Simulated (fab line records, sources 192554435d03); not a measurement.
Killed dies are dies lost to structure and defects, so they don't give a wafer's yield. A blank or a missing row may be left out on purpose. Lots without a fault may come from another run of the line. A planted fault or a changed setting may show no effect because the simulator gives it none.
Split-lot experiment | flow n5_finfet | 7 lots, 21 wafers read, on a route of 1938 steps

THE SPLIT
At N5_BEOL_M13_ETCH_67 (etches SiARC in CF4, target depth 143 nm, time 238.3 s), the setting bias_w was moved away from the recipe's 36 W on 4 of the 21 wafers read, by -11.0% to -6.1%. The other wafers ran this setting at the recipe's value.

The reading is taken at the split's own step.

THE READING
rf_vpp_V, in V, at N5_BEOL_M13_ETCH_67 (etches SiARC in CF4, target depth 143 nm, time 238.3 s). Fault-free wafers of this fab line usually give 184.1 V, standard deviation 1.1 V.

wafer  | tool, chamber at the split | bias_w as run, W | against the recipe | rf_vpp_V, V | against lot-mates on the recipe
L074.2 | rie_diel-04, 1             | 36               | recipe             | 185.6       | -
L074.4 | rie_diel-04, 2             | 36               | recipe             | 184.1       | -
L074.5 | rie_diel-04, 0             | 36               | recipe             | 185.3       | -
L075.1 | rie_diel-04, 0             | 36               | recipe             | 184.9       | -
L075.2 | rie_diel-04, 2             | 36               | recipe             | 182.8       | -
L075.5 | rie_diel-04, 1             | 36               | recipe             | 185.2       | -
L079.1 | rie_diel-02, 3             | 36               | recipe             | 184.8       | -
L079.2 | rie_diel-02, 0             | 36               | recipe             | 183.8       | -
L079.4 | rie_diel-02, 2             | 36               | recipe             | 183.1       | -
L088.1 | rie_diel-02, 2             | 36               | recipe             | 182.1       | -
L088.2 | rie_diel-02, 0             | 36               | recipe             | 184.1       | -
L088.6 | rie_diel-02, 2             | 36               | recipe             | 182.1       | -
L091.1 | rie_diel-02, 1             | 32.05            | -11.0%             | 170.6       | -14.8
L091.5 | rie_diel-02, 2             | 32.05            | -11.0%             | 170.0       | -15.4
L091.6 | rie_diel-02, 3             | 36               | recipe             | 185.4       | -
L093.2 | rie_diel-02, 1             | 33.8             | -6.1%              | 176.4       | -8.3
L093.3 | rie_diel-02, 3             | 36               | recipe             | 184.7       | -
L093.5 | rie_diel-02, 2             | 33.8             | -6.1%              | 175.9       | -8.8
L094.1 | rie_diel-06, 3             | 36               | recipe             | 184.2       | -
L094.2 | rie_diel-06, 0             | 36               | recipe             | 186.1       | -
L094.5 | rie_diel-06, 1             | 36               | recipe             | 184.3       | -

THE FIT
A straight line over all 21 wafers: rf_vpp_V changes by +1.28 V for each +1% of bias_w; r = +0.97; the points scatter about the line by 1.1 V.
The same after taking each lot's own level away (the mean of its wafers on the recipe; 21 wafers): +1.38 V for each +1%; r = +0.99; scatter 0.78 V.
On that fit, the largest move of bias_w shifts the reading by 15 V.
The lots' own levels span 182.77 to 185.40 V, that is 2.4 times the standard deviation above.
So the lot-to-lot level changes the slope little: the two slopes agree.
Check: with one of the wafers moved furthest among these (-11.0%) left out of the fit, the line predicts -15.4 V for it against its lot-mates. It came out at -14.8 V against them.
Tool readings at the split's step, against how far the setting was moved: rf_vpp_V r = +0.97.

OTHER SPLITS ON THESE WAFERS
These wafers also went through other splits before the reading. Each is held against what the fit with the lots' levels taken away leaves over:
other split on the same wafers | wafers away from the commonest value | r with rf_vpp_V (lot level and that fit taken away)
N5_BEOL_M11_COAT_59 spin_rpm   | 6                                    | -0.12
N5_BEOL_M11_DESCUM_16 time_s   | 8                                    | -0.25

THE FILE'S OWN FIT
rf_vpp_V changes by +1.38 V for each +1% of bias_w, r = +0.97.
